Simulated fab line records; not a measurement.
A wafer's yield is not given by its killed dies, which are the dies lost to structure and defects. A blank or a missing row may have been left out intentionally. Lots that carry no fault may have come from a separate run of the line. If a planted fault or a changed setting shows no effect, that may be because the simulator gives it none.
Matching of chambers :: flow n5-finfet :: N5_BEOL_M4_VIA_ETCH_34 on rie-diel-05 has 4 sister chambers
The step etches the open film in C4F6/O2, target depth 69.4 nm, time 65.9 s. 8 wafers are shown with their chamber, then 7 later ones without.

## WAFERS PAIRED WITH THEIR CHAMBERS
wafer: L075.5
chamber: 0
drypump-motor-current-A (A): 5.8
throttle-valve-pct (%): 30.67

wafer: L079.2
chamber: 0
drypump-motor-current-A (A): 5.8
throttle-valve-pct (%): 30.70

wafer: L079.3
chamber: 1
drypump-motor-current-A (A): 5.1
throttle-valve-pct (%): 30.92

wafer: L086.4
chamber: 1
drypump-motor-current-A (A): 5.2
throttle-valve-pct (%): 30.94

wafer: L092.2
chamber: 2
drypump-motor-current-A (A): 5.5
throttle-valve-pct (%): 30.54

wafer: L092.6
chamber: 3
drypump-motor-current-A (A): 6.5
throttle-valve-pct (%): 30.99

wafer: L093.1
chamber: 3
drypump-motor-current-A (A): 6.5
throttle-valve-pct (%): 31.00

wafer: L093.4
chamber: 2
drypump-motor-current-A (A): 5.5
throttle-valve-pct (%): 30.53

## WAFERS WITHOUT THEIR CHAMBER
wafer: L093.5
drypump-motor-current-A (A): 6.5
throttle-valve-pct (%): 30.99

wafer: L094.1
drypump-motor-current-A (A): 5.5
throttle-valve-pct (%): 30.53

wafer: L094.5
drypump-motor-current-A (A): 5.5
throttle-valve-pct (%): 30.53

wafer: L094.6
drypump-motor-current-A (A): 5.8
throttle-valve-pct (%): 30.29

wafer: L097.1
drypump-motor-current-A (A): 5.2
throttle-valve-pct (%): 30.86

wafer: L097.3
drypump-motor-current-A (A): 5.5
throttle-valve-pct (%): 30.54

wafer: L097.5
drypump-motor-current-A (A): 5.5
throttle-valve-pct (%): 30.56

## WHICH CHAMBER EACH WENT THROUGH
wafer: L093.5
from the rows above: 3
in truth: 3

wafer: L094.1
from the rows above: 2
in truth: 2

wafer: L094.5
from the rows above: 2
in truth: 2

wafer: L094.6
from the rows above: 2
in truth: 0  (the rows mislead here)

wafer: L097.1
from the rows above: 1
in truth: 1

wafer: L097.3
from the rows above: 2
in truth: 2

wafer: L097.5
from the rows above: 2
in truth: 2
6 of 7 placed correctly. Can't be placed from these rows: 0. Placed wrongly: 1.
How it was worked out, from the rows above alone: a wafer's distance from a chamber is the root of the sum, over the readings, of the square of ((its reading less the chamber's mean) divided by the reading's scatter). The wafer belongs to the nearest chamber; if the next one is less than 2 further off, it can't be placed. Each chamber's mean is taken over the wafers shown for it. The scatter is the square root of a quotient: the sum, over the shown wafers, of each reading's squared deviation from its chamber's mean, divided by wafers minus chambers.
